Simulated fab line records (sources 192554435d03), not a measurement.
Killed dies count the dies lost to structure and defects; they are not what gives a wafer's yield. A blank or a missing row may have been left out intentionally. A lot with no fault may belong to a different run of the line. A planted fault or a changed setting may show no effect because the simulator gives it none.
Chamber matching | flow n5Finfet | N5_BEOL_M5_DESCUM_16 on rieDiel-04: 4 sister chambers
The step chemistry O2, time 7 s. 16 wafers are shown with their chamber, then 8 later ones without.

== WAFERS PAIRED WITH THEIR CHAMBERS ==
wafer  | chamber | drypumpMotorCurrentA (A) | showerheadPlenumPTorr (Torr) | throttleValvePct (%)
L074.2 | 2       | 5.7                      | 2.16                         | 20.46
L074.3 | 0       | 5.4                      | 2.14                         | 20.83
L074.6 | 3       | 5.5                      | 2.26                         | 20.15
L079.1 | 3       | 5.5                      | 2.26                         | 20.17
L079.2 | 1       | 5.4                      | 2.14                         | 20.24
L079.4 | 1       | 5.3                      | 2.14                         | 20.23
L082.2 | 3       | 5.5                      | 2.25                         | 20.16
L082.4 | 1       | 5.3                      | 2.13                         | 20.25
L082.6 | 3       | 5.5                      | 2.25                         | 20.18
L083.1 | 2       | 5.7                      | 2.15                         | 20.50
L083.5 | 3       | 5.5                      | 2.25                         | 20.20
L083.6 | 2       | 5.7                      | 2.15                         | 20.50
L084.3 | 0       | 5.4                      | 2.13                         | 20.51
L084.4 | 0       | 5.4                      | 2.13                         | 20.55
L084.5 | 3       | 5.5                      | 2.25                         | 20.19
L087.3 | 0       | 5.4                      | 2.13                         | 20.54

SIGNATURES, as means of the wafers listed above
reading               | chamber 0 | chamber 1 | chamber 2 | chamber 3 | scatter within a chamber
drypumpMotorCurrentA  | 5.400     | 5.333     | 5.700     | 5.500     | 0.0236
showerheadPlenumPTorr | 2.1325    | 2.1367    | 2.1533    | 2.2533    | 0.00534
throttleValvePct      | 20.6075   | 20.2400   | 20.4867   | 20.1750   | 0.0763
Rule: a wafer's distance from a chamber is the root of the sum, over the readings, of the square of ((its reading less the chamber's mean) divided by the reading's scatter). If the next closest chamber is less than 2 further off than the closest, the wafer can't be placed; otherwise it belongs to the closest. The scatter is the square root of a quotient: the sum, over the shown wafers, of each reading's squared deviation from its chamber's mean, divided by wafers minus chambers.

== WAFERS MISSING THEIR CHAMBER ==
wafer  | drypumpMotorCurrentA (A) | showerheadPlenumPTorr (Torr) | throttleValvePct (%)
L087.4 | 5.5                      | 2.25                         | 20.19
L087.6 | 5.4                      | 2.13                         | 20.54
L090.3 | 5.4                      | 2.13                         | 19.93
L090.4 | 5.4                      | 2.13                         | 19.92
L090.6 | 5.4                      | 2.13                         | 20.55
L095.1 | 5.7                      | 2.15                         | 20.04
L095.3 | 5.4                      | 2.12                         | 20.57
L095.4 | 5.4                      | 2.13                         | 19.93

== EACH ONE'S CHAMBER ==
wafer  | from the rows above | in truth
L087.4 | 3                   | 3
L087.6 | 0                   | 0
L090.3 | 1                   | 1
L090.4 | 1                   | 1
L090.6 | 0                   | 0
L095.1 | 2                   | 2
L095.3 | 0                   | 0
L095.4 | 1                   | 1
Placed correctly: 8 of 8. Left unplaced by these rows: 0. Number placed wrongly: 0.
